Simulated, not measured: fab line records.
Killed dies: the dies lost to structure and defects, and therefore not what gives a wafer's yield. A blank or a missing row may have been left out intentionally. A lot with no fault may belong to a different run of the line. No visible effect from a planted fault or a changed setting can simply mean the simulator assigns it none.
Which tool did it? -- flow n5 finfet -- Sampling: 11 lots, 30 wafers, 4 of 1938 route steps

## WHAT EACH GAUGE READ, for each wafer
N5_MIM_BOT_LITHO_CD_MEAS_08: the cd target is 3000 nm.
lot,measured,on,cd nm (nm)
L388,day 12 05:10,cd sem-02,2996.7 2997.3 2999.6
L389,day 12 08:16,cd sem-03,2999.5 2999.4 3001.4
L390,day 13 10:26,cd sem-01,2998.7 2999.7 2999.2
L391,day 13 10:16,cd sem-03,2999.0 2997.6 2996.2
L395,day 14 10:35,cd sem-03,2999.6 3001.1 2998.4
L396,day 14 23:26,cd sem-03,2996.5 2998.4 2999.0
L399,day 15 06:09,cd sem-02,3002.2 3000.8
L401,day 15 18:31,cd sem-02,2997.0 3025.8 2999.9
L402,day 15 23:38,cd sem-02,2999.1 3027.0
L403,day 16 07:39,cd sem-03,2998.6 2997.0 2998.5
L407,day 17 02:50,cd sem-03,3030.4 3029.8

## EACH LOT AND THE TOOL THAT RAN IT (in order: tool; ch and the chambers of the sampled wafers; start)
lot,N5_MIM_TOP_DEGAS_04,N5_MIM_TOP_LITHO_DESCUM_10,N5_MIM_BOT_LITHO_EXPOSE_05
L388,"pvd sputter-01, day 12 03:51","rie diel-03 ch 0,1, day 12 04:22","krf scanner-02 ch 0, day 12 04:59"
L389,"pvd sputter-01, day 12 06:50","rie diel-02 ch 1,3, day 12 07:29","krf scanner-01 ch 0, day 12 08:05"
L390,"pvd sputter-02, day 13 08:47","rie diel-03 ch 1,2,3, day 13 09:25","krf scanner-01 ch 0, day 13 10:16"
L391,"pvd sputter-02, day 13 08:54","rie diel-04 ch 1,2, day 13 09:28","krf scanner-02 ch 0, day 13 10:06"
L395,"pvd sputter-02, day 14 09:25","rie diel-02 ch 1,2,3, day 14 09:56","krf scanner-01 ch 0, day 14 10:25"
L396,"pvd sputter-03, day 14 21:49","rie diel-03 ch 1,3, day 14 22:28","krf scanner-02 ch 0, day 14 23:17"
L399,"pvd sputter-03, day 15 04:38","rie diel-03 ch 0,1, day 15 05:09","krf scanner-02 ch 0, day 15 05:59"
L401,"pvd sputter-01, day 15 17:13","rie diel-02 ch 0,2,3, day 15 17:44","krf scanner-02 ch 0, day 15 18:20"
L402,"pvd sputter-02, day 15 22:21","rie diel-03 ch 0,1, day 15 22:59","krf scanner-02 ch 0, day 15 23:28"
L403,"pvd sputter-02, day 16 06:20","rie diel-04 ch 0,1, day 16 07:00","krf scanner-01 ch 0, day 16 07:28"
L407,"pvd sputter-01, day 17 01:19","rie diel-02 ch 2, day 17 02:01","krf scanner-02 ch 0, day 17 02:39"
- N5_MIM_TOP_DEGAS_04: time 60 s.
- N5_MIM_TOP_LITHO_DESCUM_10: chemistry O2, time 7.9 s.
- N5_MIM_BOT_LITHO_EXPOSE_05: exposes mask MIM BOT.

## THE ANSWER, worked out from the rows above alone
Rule: the usual values come from the lots themselves. The widest of any qualifying gaps counts: lots, ordered by their means at a reading, are off when they make up no more than a third of the lots, leave a main group of 4 or more, and stand apart from it by 3 or more times the standard deviation of that group's means. The tables above print the reading to a certain number of digits; a main group whose means all agree to those digits is not used. Also off: a lot with no number at a reading for which 4 or more lots have one. The other lots that the step has rows for count as sound.
Off at N5_MIM_BOT_LITHO_CD_MEAS_08 (cd nm): L401, L402, L407. For the main group the mean is 2999.0 nm and the standard deviation 1.3.
A tool fits if, at a process step before that reading, it ran every lot that is off, and no sound lot after the first of them. Those tools and the gauges at N5_MIM_BOT_LITHO_CD_MEAS_08 are tried in the same way. One fits: N5_MIM_BOT_LITHO_EXPOSE_05 on krf scanner-02. Its last sound lot is L399 (day 15 05:59), its first lot that is off L401 (day 15 18:20): a fault that began between those two fits.

## WHAT HAD BEEN PUT IN BY THE SIMULATOR
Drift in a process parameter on krf scanner-02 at N5_MIM_BOT_LITHO_EXPOSE_05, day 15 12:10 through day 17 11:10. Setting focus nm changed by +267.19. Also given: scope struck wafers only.
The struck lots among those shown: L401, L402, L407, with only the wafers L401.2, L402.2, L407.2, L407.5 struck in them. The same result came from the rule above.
